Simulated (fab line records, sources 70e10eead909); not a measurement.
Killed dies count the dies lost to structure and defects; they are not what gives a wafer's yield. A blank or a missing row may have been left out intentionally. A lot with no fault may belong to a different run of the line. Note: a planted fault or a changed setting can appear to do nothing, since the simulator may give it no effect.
The tool behind it: which one? -- flow nand_harc -- 15 lots, 45 wafers sampled, at 4 steps of a route of 1159

## WHAT EACH GAUGE READ, for each wafer
Not one reading of a measure or inspect step in the record can be checked against a usual standard deviation.

## TOOL THAT RAN EACH LOT (tool first, then ch and the chambers of the sampled wafers, then the start)
lot,NHARC_A_CONTACT_ETCH_118,NHARC_A_CONTACT_ETCH_120,NHARC_A_CONTACT_ETCH_123,NHARC_A_CONTACT_ETCH_96
L312,"har_cap_etch-01 ch 0,1, day 16 17:30","har_cap_etch-01 ch 0,1, day 16 17:41","har_cap_etch-01 ch 0,1, day 16 17:57","rie_diel-01 ch 0,2,3, no start"
L313,"har_cap_etch-01 ch 0,1, day 16 21:35","har_cap_etch-01 ch 0,1, day 16 21:46","har_cap_etch-01 ch 0,1, day 16 22:05","rie_diel-07 ch 1,2,3, no start"
L309,"har_cap_etch-01 ch 0,1, day 17 00:20","har_cap_etch-01 ch 0,1, day 17 00:31","har_cap_etch-01 ch 0,1, day 17 00:50","rie_diel-01 ch 1,2,3, no start"
L308,"har_cap_etch-03 ch 0,1, day 17 04:14","har_cap_etch-03 ch 0,1, day 17 04:25","har_cap_etch-03 ch 0,1, day 17 04:41","rie_diel-03 ch 0,3, day 17 05:40"
L317,"har_cap_etch-03 ch 0,1, day 18 05:27","har_cap_etch-03 ch 0,1, day 18 05:38","har_cap_etch-03 ch 0,1, day 18 05:54","rie_diel-03 ch 1,2, no start"
L316,"har_cap_etch-01 ch 0,1, day 18 12:50","har_cap_etch-01 ch 0,1, day 18 13:01","har_cap_etch-01 ch 0,1, day 18 13:18","rie_diel-07 ch 0,3, no start"
L318,"har_cap_etch-02 ch 0,1, day 18 18:21","har_cap_etch-02 ch 0,1, day 18 18:32","har_cap_etch-02 ch 0,1, day 18 18:48","rie_diel-03 ch 0,1,3, no start"
L315,"har_cap_etch-01 ch 0,1, day 18 19:45","har_cap_etch-01 ch 0,1, day 18 19:56","har_cap_etch-01 ch 0,1, day 18 20:13","rie_diel-07 ch 2,3, no start"
L319,"har_cap_etch-01 ch 0,1, day 19 03:53","har_cap_etch-01 ch 0,1, day 19 04:04","har_cap_etch-01 ch 0,1, day 19 04:21","rie_diel-07 ch 1,2,3, no start"
L323,"har_cap_etch-02 ch 0,1, day 19 04:46","har_cap_etch-02 ch 0,1, day 19 04:57","har_cap_etch-02 ch 0,1, day 19 05:16","rie_diel-01 ch 0,1,3, no start"
L324,"har_cap_etch-02 ch 0,1, day 20 08:19","har_cap_etch-02 ch 0,1, day 20 08:29","har_cap_etch-02 ch 0,1, day 20 08:53","rie_diel-03 ch 0,1,3, no start"
L325,"har_cap_etch-01 ch 0,1, day 20 14:00","har_cap_etch-01 ch 0,1, day 20 14:11","har_cap_etch-01 ch 0,1, day 20 14:30","rie_diel-03 ch 0,2,3, no start"
L326,"har_cap_etch-02 ch 0,1, day 20 14:52","har_cap_etch-02 ch 0,1, day 20 15:03","har_cap_etch-02 ch 0,1, day 20 15:24","rie_diel-01 ch 0,2,3, no start"
L331,"har_cap_etch-01 ch 0, day 21 19:22","har_cap_etch-01 ch 0, day 21 19:33","har_cap_etch-01 ch 0, day 21 19:52","rie_diel-07 ch 2, day 21 20:50"
L329,"har_cap_etch-03 ch 0,1, day 21 20:21","har_cap_etch-03 ch 0,1, day 21 20:32","har_cap_etch-03 ch 0,1, day 21 20:50","rie_diel-07 ch 1,2, day 21 21:37"
- NHARC_A_CONTACT_ETCH_118: etches the open film in C4F8/O2/Ar, time 94 s, target depth 922 nm.
- NHARC_A_CONTACT_ETCH_120: etches the open film in C4F8/O2/Ar, time 94 s, target depth 922 nm.
- NHARC_A_CONTACT_ETCH_123: etches the open film in C4F8/O2/Ar, time 253 s, target depth 1090 nm.
- NHARC_A_CONTACT_ETCH_96: etches the open film in C4F6/O2, target depth 20 nm, time 10 s.

## WHAT THE TOOLS THEMSELVES READ (means of the sampled wafers that have a number; where no wafer has one, the mark that the record gives instead)
NHARC_A_CONTACT_ETCH_118. Usual: chamber_pressure_mTorr 20.001 mTorr, standard deviation 0.018; oes_air_line_au 1.000 a.u., standard deviation 0.019.
lot,tool,chamber_pressure_mTorr (mTorr),oes_air_line_au (a.u.),flag
L312,har_cap_etch-01,19.981,1.008,
L313,har_cap_etch-01,20.002,0.991,
L309,har_cap_etch-01,19.977,0.986,
L308,har_cap_etch-03,20.005,0.998,
L317,har_cap_etch-03,19.996,0.977,
L316,har_cap_etch-01,20.004,0.992,
L318,har_cap_etch-02,19.998,0.993,
L315,har_cap_etch-01,20.009,1.005,
L319,har_cap_etch-01,19.990,0.988,
L323,har_cap_etch-02,19.994,1.008,
L324,har_cap_etch-02,19.996,1.006,
L325,har_cap_etch-01,20.007,1.013,
L326,har_cap_etch-02,20.001,1.007,
L331,har_cap_etch-01,20.009,1.010,
L329,har_cap_etch-03,20.032,1.007,

NHARC_A_CONTACT_ETCH_120. Usual: chamber_pressure_mTorr 20.001 mTorr, standard deviation 0.019; oes_air_line_au 1.002 a.u., standard deviation 0.018.
lot,tool,chamber_pressure_mTorr (mTorr),oes_air_line_au (a.u.),flag
L312,har_cap_etch-01,20.025,0.989,
L313,har_cap_etch-01,19.994,1.019,
L309,har_cap_etch-01,19.996,1.003,
L308,har_cap_etch-03,19.997,0.979,
L317,har_cap_etch-03,20.001,1.005,
L316,har_cap_etch-01,20.004,0.999,
L318,har_cap_etch-02,19.993,1.006,
L315,har_cap_etch-01,20.000,0.999,
L319,har_cap_etch-01,19.977,1.013,
L323,har_cap_etch-02,20.008,1.007,
L324,har_cap_etch-02,19.995,1.013,
L325,har_cap_etch-01,20.008,1.001,
L326,har_cap_etch-02,20.014,0.998,
L331,har_cap_etch-01,20.021,0.986,
L329,har_cap_etch-03,19.989,1.013,

NHARC_A_CONTACT_ETCH_123. Usual: chamber_pressure_mTorr 20.002 mTorr, standard deviation 0.021; oes_air_line_au 0.996 a.u., standard deviation 0.021.
lot,tool,chamber_pressure_mTorr (mTorr),oes_air_line_au (a.u.),flag
L312,har_cap_etch-01,20.006,1.013,
L313,har_cap_etch-01,20.023,0.994,
L309,har_cap_etch-01,20.008,1.010,
L308,har_cap_etch-03,20.012,1.001,
L317,har_cap_etch-03,20.007,0.999,
L316,har_cap_etch-01,20.016,1.015,
L318,har_cap_etch-02,19.996,0.963,
L315,har_cap_etch-01,20.006,0.987,
L319,har_cap_etch-01,19.999,0.992,
L323,har_cap_etch-02,19.995,0.990,
L324,har_cap_etch-02,-,-,OFF
L325,har_cap_etch-01,-,-,OFF
L326,har_cap_etch-02,-,-,OFF
L331,har_cap_etch-01,20.000,1.005,
L329,har_cap_etch-03,20.010,0.974,

NHARC_A_CONTACT_ETCH_96. Usual: for bias_w, 499.8 W with a standard deviation of 1.5; for c4f6_flow_sccm, 25.00 sccm with a standard deviation of 0.082; for drypump_motor_current_A, 5.92 A with a standard deviation of 0.28; for oes_product_au, 0.979 a.u. with a standard deviation of 0.026; for rf_vpp_V, 546 V with a standard deviation of 4; for showerhead_plenum_p_Torr, 3.91 Torr with a standard deviation of 0.19; for throttle_valve_pct, 26.902 % with a standard deviation of 0.0081.
lot,tool,bias_w (W),c4f6_flow_sccm (sccm),drypump_motor_current_A (A),oes_product_au (a.u.),rf_vpp_V (V),showerhead_plenum_p_Torr (Torr),throttle_valve_pct (%),flag
L312,rie_diel-01,499.6,25.00,5.84,0.995,544,3.80,26.907,
L313,rie_diel-07,498.5,24.97,5.78,0.947,547,3.88,26.905,
L309,rie_diel-01,500.1,25.01,5.75,1.004,543,3.73,26.904,
L308,rie_diel-03,498.4,24.96,6.06,0.969,545,3.87,26.900,
L317,rie_diel-03,498.9,25.04,6.23,0.965,553,4.22,26.909,
L316,rie_diel-07,499.3,24.91,5.88,0.932,546,3.89,26.902,
L318,rie_diel-03,499.8,25.03,6.04,0.985,547,3.98,26.904,
L315,rie_diel-07,498.2,25.07,5.81,1.000,543,3.74,26.902,
L319,rie_diel-07,499.9,24.99,5.78,1.013,546,3.88,26.904,
L323,rie_diel-01,501.6,24.89,5.72,0.946,544,3.81,26.899,
L324,rie_diel-03,498.7,25.03,6.04,0.963,548,3.97,26.903,
L325,rie_diel-03,499.6,24.95,6.10,0.958,548,3.97,26.894,
L326,rie_diel-01,501.3,25.08,5.84,0.961,544,3.78,26.897,
L331,rie_diel-07,501.0,25.02,5.96,1.013,543,3.73,26.900,
L329,rie_diel-07,500.3,24.97,5.85,1.016,546,3.87,26.898,

## THE ANSWER, worked out from the rows above alone
Rule: a lot is off if the mean of its wafers that have a number lies more than 3 standard deviations from the usual mean. A lot without any number at a reading at which 4 lots or more have one is off too. All remaining lots with rows at the step are treated as sound. Order of review: gauges by route order, followed by the tools' own readings, for which a lot's mean as printed above is used. At the first step where some lot is off, the reading lying furthest off is the one used; lots without a number count as furthest.
Off: L324, L325, L326 (NHARC_A_CONTACT_ETCH_123, chamber_pressure_mTorr). Without a number there: L324, L325, L326.
A tool fits if, at that step or a process step before it, it ran every lot that is off, and no sound lot after the first of them. No candidate that was tried fits.

## WHAT THE SIMULATOR HAD PUT IN
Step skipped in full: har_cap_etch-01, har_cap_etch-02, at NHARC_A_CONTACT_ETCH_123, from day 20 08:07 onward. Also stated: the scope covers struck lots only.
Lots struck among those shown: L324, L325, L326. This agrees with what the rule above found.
